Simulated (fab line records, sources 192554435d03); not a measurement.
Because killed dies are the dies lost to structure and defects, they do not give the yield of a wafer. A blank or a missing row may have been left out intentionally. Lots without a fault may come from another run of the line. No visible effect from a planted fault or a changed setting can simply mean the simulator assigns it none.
Matching of chambers :: flow n5_finfet :: ald_hk-02 running N5_HKMG_FIN_ALD_75: 4 sister chambers
The step deposits Al2O3, target thk 1 nm, co reactant pulse time 1 s. 16 wafers are shown with their chamber, then 8 later ones without.

WAFERS PAIRED WITH THEIR CHAMBERS
wafer: L075.1
chamber: 2
heater_power_outer_w (W): 59
heater_power_w (W): 122
precursor_pulse_height_rel: 0.966

wafer: L075.2
chamber: 3
heater_power_outer_w (W): 79
heater_power_w (W): 153
precursor_pulse_height_rel: 0.946

wafer: L075.6
chamber: 2
heater_power_outer_w (W): 56
heater_power_w (W): 121
precursor_pulse_height_rel: 1.001

wafer: L076.3
chamber: 0
heater_power_outer_w (W): 79
heater_power_w (W): 166
precursor_pulse_height_rel: 0.963

wafer: L076.5
chamber: 3
heater_power_outer_w (W): 78
heater_power_w (W): 148
precursor_pulse_height_rel: 1.046

wafer: L076.6
chamber: 2
heater_power_outer_w (W): 56
heater_power_w (W): 124
precursor_pulse_height_rel: 0.997

wafer: L078.1
chamber: 2
heater_power_outer_w (W): 58
heater_power_w (W): 122
precursor_pulse_height_rel: 1.034

wafer: L078.2
chamber: 3
heater_power_outer_w (W): 78
heater_power_w (W): 156
precursor_pulse_height_rel: 0.991

wafer: L078.6
chamber: 0
heater_power_outer_w (W): 79
heater_power_w (W): 165
precursor_pulse_height_rel: 1.003

wafer: L083.2
chamber: 2
heater_power_outer_w (W): 59
heater_power_w (W): 120
precursor_pulse_height_rel: 1.005

wafer: L083.4
chamber: 1
heater_power_outer_w (W): 87
heater_power_w (W): 176
precursor_pulse_height_rel: 1.000

wafer: L083.6
chamber: 0
heater_power_outer_w (W): 81
heater_power_w (W): 158
precursor_pulse_height_rel: 0.998

wafer: L086.3
chamber: 0
heater_power_outer_w (W): 81
heater_power_w (W): 161
precursor_pulse_height_rel: 1.010

wafer: L086.5
chamber: 1
heater_power_outer_w (W): 87
heater_power_w (W): 178
precursor_pulse_height_rel: 1.017

wafer: L086.6
chamber: 0
heater_power_outer_w (W): 82
heater_power_w (W): 163
precursor_pulse_height_rel: 0.989

wafer: L087.2
chamber: 1
heater_power_outer_w (W): 87
heater_power_w (W): 179
precursor_pulse_height_rel: 1.009

SIGNATURES (means of the wafers above)
reading: heater_power_outer_w
chamber 0: 80.40
chamber 1: 87.00
chamber 2: 57.60
chamber 3: 78.33
scatter within a chamber: 1.19

reading: heater_power_w
chamber 0: 162.60
chamber 1: 177.67
chamber 2: 121.80
chamber 3: 152.33
scatter within a chamber: 2.7

reading: precursor_pulse_height_rel
chamber 0: 0.99260
chamber 1: 1.00867
chamber 2: 1.00060
chamber 3: 0.99433
scatter within a chamber: 0.0271
Rule: distance of a wafer from a chamber = root of the sum over the readings of ((wafer's reading minus chamber's mean) / reading's scatter) squared. If the next closest chamber is less than 2 further off than the closest, the wafer can't be placed; otherwise it belongs to the closest. The scatter: the root of (the sum of the squares of (reading less its chamber's mean) over the shown wafers, divided by (wafers less chambers)).

WAFERS WITH NO CHAMBER GIVEN
wafer: L087.4
heater_power_outer_w (W): 80
heater_power_w (W): 164
precursor_pulse_height_rel: 0.984

wafer: L087.5
heater_power_outer_w (W): 79
heater_power_w (W): 154
precursor_pulse_height_rel: 0.977

wafer: L088.2
heater_power_outer_w (W): 89
heater_power_w (W): 176
precursor_pulse_height_rel: 1.009

wafer: L088.3
heater_power_outer_w (W): 78
heater_power_w (W): 153
precursor_pulse_height_rel: 1.054

wafer: L088.6
heater_power_outer_w (W): 78
heater_power_w (W): 156
precursor_pulse_height_rel: 0.999

wafer: L094.3
heater_power_outer_w (W): 86
heater_power_w (W): 179
precursor_pulse_height_rel: 1.018

wafer: L094.4
heater_power_outer_w (W): 81
heater_power_w (W): 149
precursor_pulse_height_rel: 0.972

wafer: L094.6
heater_power_outer_w (W): 80
heater_power_w (W): 152
precursor_pulse_height_rel: 1.007

CHAMBER TAKEN BY EACH
wafer: L087.4
from the rows above: 0
in truth: 0

wafer: L087.5
from the rows above: 3
in truth: 3

wafer: L088.2
from the rows above: 1
in truth: 1

wafer: L088.3
from the rows above: 3
in truth: 3

wafer: L088.6
from the rows above: can't be placed: 3 or 0
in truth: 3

wafer: L094.3
from the rows above: 1
in truth: 1

wafer: L094.4
from the rows above: 3
in truth: 3

wafer: L094.6
from the rows above: 3
in truth: 3
7 of 8 placed correctly. Can't be placed from these rows: 1 (the true chamber is among the candidates in 1). Placed wrongly: 0.
